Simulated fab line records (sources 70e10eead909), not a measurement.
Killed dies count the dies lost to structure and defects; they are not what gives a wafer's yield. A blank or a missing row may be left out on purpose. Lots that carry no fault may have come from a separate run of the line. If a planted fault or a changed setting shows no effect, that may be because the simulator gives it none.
fab line records	flow nand-harc	part 2 of 2: steps 5 to 6 of 6
record lots=22	wafers=66	last-day=24
route steps=1159 shown P_START@1 P_ZERO_WELL@46 P_STI@87 P_GATE@141
lots that met no fault: taken from a fault-free run of the same line
start-h: start of the lot's first displayed wafer, in hours after the record's first day	wait-h: hours since the lot's step before	" unchanged from the row above	L1.1+2: a row that stands for several wafers	- no value, or no start given	* or withheld: withheld	< > ~ a bound
route shown NAME@n: NAME is a module with steps in the file, n the number in the route of the first one	usual: mean and standard deviation over wafers with no fault	same: alike in all rows	chamber/n: place in a boat	sites: readings site by site	_std_site: standard deviation across them	_edge_site: inner sites' mean taken away from outer sites' mean	radius-mm: for every site, how far away it sits from the centre of the wafer	mask NAME#n: copy n	behind: the most recent tool/chamber to have shaped the wafer	hold: the reason the lot was held/the length of the hold in hours/how it ended	device: whichever transistor did not switch (one of n, p or np)	end of line: the same wafers' tests at the end of the route	a step given without rows: its recipe and nothing more	killed: the dies lost at the first sort to structure and to defects; this is not the yield of the wafer	map: the dies of a wafer, with x for killed, . for not killed, _ for no die there
set.NAME: the setting that was run; set.NAME@STEP: the one run at that earlier step	model.NAME: the simulator's own value behind a step, which no gauge read
one table for each step of the route and one row for each wafer, over a sample of lots
services: a tool's chamber out of use, with start hour (start-h, from the record's first day; less than 0 if before it), hours out, and reason
## steps
# step NHARC_P_GATE_CD_MEAS_26
# recipe target-cd-nm=120	landing-energy-ev=500
# usual cd-nm=119.9/0.52
lot.wafer	tool	chamber	start-h	wait-h	cd-nm
L074.4	cd-sem-03	0	87.98	-	120.0
L074.5	"	0	"	"	119.3
L074.6	"	0	"	"	120.3
L075.4	cd-sem-01	0	97.02	-	119.9
L075.5	"	0	"	"	119.5
L075.6	"	0	"	"	120.4
L076.1	cd-sem-01	0	108.82	-	120.0
L076.3	"	0	"	"	120.3
L076.4	"	0	"	"	119.7
L077.1	cd-sem-03	0	109.27	-	119.8
L077.2	"	0	"	"	120.3
L077.6	"	0	"	"	120.1
L079.2	cd-sem-02	0	112.65	-	120.0
L079.5	"	0	"	"	120.5
L079.6	"	0	"	"	120.0
L078.1	cd-sem-01	0	112.80	-	120.2
L078.2	"	0	"	"	120.3
L078.5	"	0	"	"	119.8
L081.2	cd-sem-01	0	144.15	-	120.3
L081.4	"	0	"	"	119.7
L081.6	"	0	"	"	119.9
L083.1	cd-sem-01	0	144.48	-	119.2
L083.2	"	0	"	"	119.0
L083.5	"	0	"	"	120.0
L082.1	cd-sem-03	0	145.13	-	119.9
L082.4	"	0	"	"	119.5
L082.5	"	0	"	"	119.7
L085.1	cd-sem-02	0	155.38	-	119.1
L085.3	"	0	"	"	119.4
L085.6	"	0	"	"	119.3
L084.1	cd-sem-03	0	155.54	-	120.1
L084.2	"	0	"	"	119.9
L084.3	"	0	"	"	119.9
L087.1	cd-sem-03	0	169.48	-	119.5
L087.5	"	0	"	"	119.8
L087.6	"	0	"	"	119.4
L088.1	cd-sem-02	0	180.28	-	120.8
L088.4	"	0	"	"	120.4
L088.6	"	0	"	"	121.3
L089.1	cd-sem-01	0	180.89	-	121.0
L089.2	"	0	"	"	120.3
L089.4	"	0	"	"	120.1
L090.1	cd-sem-02	0	186.94	-	120.2
L090.3	"	0	"	"	120.3
L090.6	"	0	"	"	120.2
L091.3	cd-sem-02	0	195.55	-	119.6
L091.4	"	0	"	"	120.1
L091.6	"	0	"	"	119.9
L092.2	cd-sem-01	0	195.78	-	119.5
L092.3	"	0	"	"	119.6
L092.4	"	0	"	"	119.9
L093.1	cd-sem-02	0	203.54	-	120.9
L093.3	"	0	"	"	120.8
L093.6	"	0	"	"	120.1
L095.1	cd-sem-01	0	211.91	-	120.0
L095.3	"	0	"	"	120.1
L095.4	"	0	"	"	119.7
L094.1	cd-sem-01	0	212.36	-	119.5
L094.3	"	0	"	"	119.5
L094.4	"	0	"	"	120.1
L097.2	cd-sem-03	0	221.26	-	120.2
L097.4	"	0	"	"	120.8
L097.5	"	0	"	"	120.4
L096.2	cd-sem-01	0	222.50	-	119.0
L096.4	"	0	"	"	119.3
L096.6	"	0	"	"	119.5
# step NHARC_P_GATE_STRIP_101
# recipe time-s=20	o2-flow-sccm=500	ar-flow-sccm=0	bias-w=0	chemistry=O2
# usual drypump-motor-current-A=5.8/0.43	o2-flow-sccm=500.0/1.5	oes-product-au=1.001/0.0073	rf-vpp-V=57.8/0.96	showerhead-plenum-p-Torr=3.54/0.16	throttle-valve-pct=17.038/0.0092
lot.wafer	tool	chamber	start-h	wait-h	drypump-motor-current-A	o2-flow-sccm	oes-product-au	rf-hours-counter-h	rf-vpp-V	showerhead-plenum-p-Torr	throttle-valve-pct
L074.4	rie-diel-01	2	99.53	0.1	5.6	498.3	0.992	24	57.7	3.35	17.036
L074.6	"	1	"	"	5.8	499.1	1.002	-	58.0	3.67	17.042
L074.5	"	2	"	"	5.6	497.6	0.991	-	58.9	3.35	17.051
L075.4	rie-diel-01	3	108.27	0.1	5.6	497.2	0.996	24	58.4	3.70	17.033
L075.5	"	3	"	"	5.6	498.8	0.996	-	58.9	3.70	17.044
L075.6	"	0	"	"	5.3	499.4	1.015	-	57.8	3.63	17.044
L076.1	rie-diel-01	1	120.52	0.1	5.7	499.6	1.006	29	58.6	3.67	17.023
L076.4	"	2	"	"	5.5	500.8	0.999	29	56.9	3.35	17.041
L076.3	"	3	"	"	5.6	501.1	0.999	27	58.0	3.70	17.041
L077.2	rie-diel-01	0	120.56	0.1	5.3	498.5	0.996	29	58.6	3.63	17.033
L077.1	"	1	"	"	5.8	501.1	1.005	29	57.4	3.67	17.039
L077.6	"	2	"	"	5.6	497.2	0.986	-	57.4	3.35	17.041
L079.2	rie-diel-01	1	123.88	0.1	5.7	499.1	0.999	30	60.3	3.67	17.026
L079.5	"	0	"	"	5.3	498.4	1.001	-	58.2	3.63	17.027
L079.6	"	1	"	"	5.8	500.2	1.005	-	58.2	3.67	17.034
L078.1	rie-diel-01	2	126.90	0.1	5.6	499.0	0.989	30	57.7	3.35	17.041
L078.2	"	3	"	"	5.6	499.9	1.002	28	57.9	3.70	17.033
L078.5	"	1	"	"	5.7	501.2	1.009	-	59.7	3.67	17.025
L083.2	rie-diel-03	2	156.72	0.1	6.7	500.0	1.000	39	57.3	3.53	17.028
L083.1	"	0	"	"	5.3	499.9	1.003	41	56.0	3.31	17.040
L083.5	"	3	"	"	6.4	498.0	1.003	-	57.2	3.73	17.045
L081.4	rie-diel-01	1	158.06	0.1	5.7	501.1	0.991	2	57.8	3.67	17.057
L081.2	"	3	"	"	5.6	502.6	1.000	1	57.4	3.69	17.019
L081.6	"	0	"	"	5.3	500.6	1.007	-	56.4	3.63	17.047
L082.4	rie-diel-03	1	163.09	0.1	6.4	498.7	1.010	41	57.7	3.35	17.042
L082.1	"	2	"	"	6.8	500.2	1.014	41	58.2	3.53	17.029
L082.5	"	0	"	"	5.3	501.8	1.010	-	56.0	3.31	17.020
L085.3	rie-diel-03	0	166.44	0.1	5.3	498.2	1.005	44	58.0	3.31	17.031
L085.1	"	1	"	"	6.4	502.0	0.994	41	57.9	3.35	17.047
L085.6	"	1	"	"	6.4	502.2	1.003	-	57.5	3.35	17.047
L084.1	rie-diel-03	3	166.72	0.1	6.4	498.0	1.005	41	56.9	3.73	17.034
L084.3	"	0	"	"	5.3	498.3	1.000	44	56.0	3.31	17.043
L084.2	"	1	"	"	6.4	500.3	1.000	41	57.2	3.35	17.024
L087.1	rie-diel-03	2	181.51	0.1	6.7	499.1	1.006	49	57.2	3.52	17.030
L087.6	"	0	"	"	5.3	502.1	1.003	-	58.1	3.30	17.052
L087.5	"	1	"	"	6.4	498.9	1.002	-	56.7	3.35	17.041
L089.1	rie-diel-01	3	191.89	0.1	5.6	501.4	0.994	7	59.7	3.69	17.052
L089.2	"	0	"	"	5.3	502.5	1.003	7	57.0	3.62	17.036
L089.4	"	1	"	"	5.7	496.7	0.999	7	57.6	3.66	17.048
L088.1	rie-diel-01	2	194.03	0.1	5.6	501.0	0.983	7	57.7	3.35	17.036
L088.4	"	3	"	"	5.6	499.1	0.997	7	56.9	3.69	17.038
L088.6	"	0	"	"	5.3	499.2	0.994	-	58.0	3.62	17.029
L090.1	rie-diel-01	2	198.04	0.1	5.6	497.7	0.996	8	56.9	3.35	17.037
L090.3	"	3	"	"	5.6	499.2	0.994	8	58.5	3.69	17.052
L090.6	"	3	"	"	5.6	500.0	1.005	-	58.4	3.69	17.029
L092.2	rie-diel-03	3	206.96	0.1	6.4	500.3	0.999	54	57.8	3.72	17.057
L092.3	"	1	"	"	6.4	500.3	1.009	57	57.0	3.34	17.038
L092.4	"	2	"	"	6.8	500.3	1.006	55	59.1	3.52	17.036
L091.3	rie-diel-04	3	209.14	0.1	6.1	498.5	1.010	34	57.3	3.71	17.051
L091.4	"	0	"	"	6.0	501.7	1.012	34	58.8	3.62	17.039
L091.6	"	3	"	"	6.1	497.8	1.001	-	57.1	3.71	17.023
L093.1	rie-diel-04	0	214.53	0.1	5.9	499.8	1.017	35	57.4	3.62	17.031
L093.3	"	3	"	"	6.1	500.2	1.003	34	59.1	3.71	17.032
L093.6	"	1	"	"	6.2	502.2	1.004	-	55.6	3.29	17.058
L095.1	rie-diel-01	1	223.26	0.3	5.7	499.2	1.005	14	58.5	3.66	17.037
L095.3	"	2	"	"	5.5	499.5	0.992	14	58.5	3.34	17.031
L095.4	"	3	"	"	5.6	502.3	1.002	14	58.6	3.69	17.035
L094.1	rie-diel-01	3	223.84	0.3	5.6	501.5	0.995	14	59.6	3.69	17.033
L094.3	"	1	"	"	5.8	501.3	1.002	14	57.1	3.66	17.016
L094.4	"	2	"	"	5.6	498.7	0.993	14	59.2	3.34	17.048
L097.4	rie-diel-03	1	232.61	0.1	6.4	497.5	1.001	4	54.9	3.34	17.045
L097.2	"	2	"	"	6.8	500.9	1.009	3	57.6	3.52	17.048
L097.5	"	0	"	"	5.3	499.9	0.998	-	57.8	3.30	17.028
L096.2	rie-diel-01	1	235.83	0.1	5.8	498.3	1.003	15	57.2	3.66	17.031
L096.4	"	2	"	"	5.5	499.8	0.980	15	57.0	3.34	17.043
L096.6	"	1	"	"	5.8	499.2	0.998	-	56.9	3.66	17.036
## services
tool	chamber	start-h	hours	kind
rie-diel-03	0	-6.41	24.1	repair
rie-diel-08	-	-4.85	27.5	repair
rie-diel-07	3	-4.45	8.8	repair
rie-diel-10	-	-0.50	9.0	pm
rie-diel-03	-	38.32	9.0	pm
rie-diel-07	-	51.20	9.0	pm
rie-diel-08	2	62.30	2.8	repair
rie-diel-06	-	64.20	9.0	pm
rie-diel-01	3	68.88	7.0	repair
rie-diel-08	0	108.25	5.1	repair
rie-diel-07	2	112.87	3.2	repair
rie-diel-03	3	123.73	5.0	repair
rie-diel-08	-	124.80	9.0	pm
rie-diel-01	-	137.83	9.0	pm
rie-diel-10	-	176.50	9.0	pm
rie-diel-07	1	191.85	1.2	repair
rie-diel-06	2	198.20	4.0	repair
rie-diel-10	2	206.83	4.2	repair
rie-diel-08	3	209.47	15.0	repair
rie-diel-06	0	211.83	9.2	repair
rie-diel-06	3	213.21	4.4	repair
rie-diel-06	-	213.33	0.4	repair
rie-diel-01	0	217.65	4.0	repair
rie-diel-07	-	228.20	9.0	pm
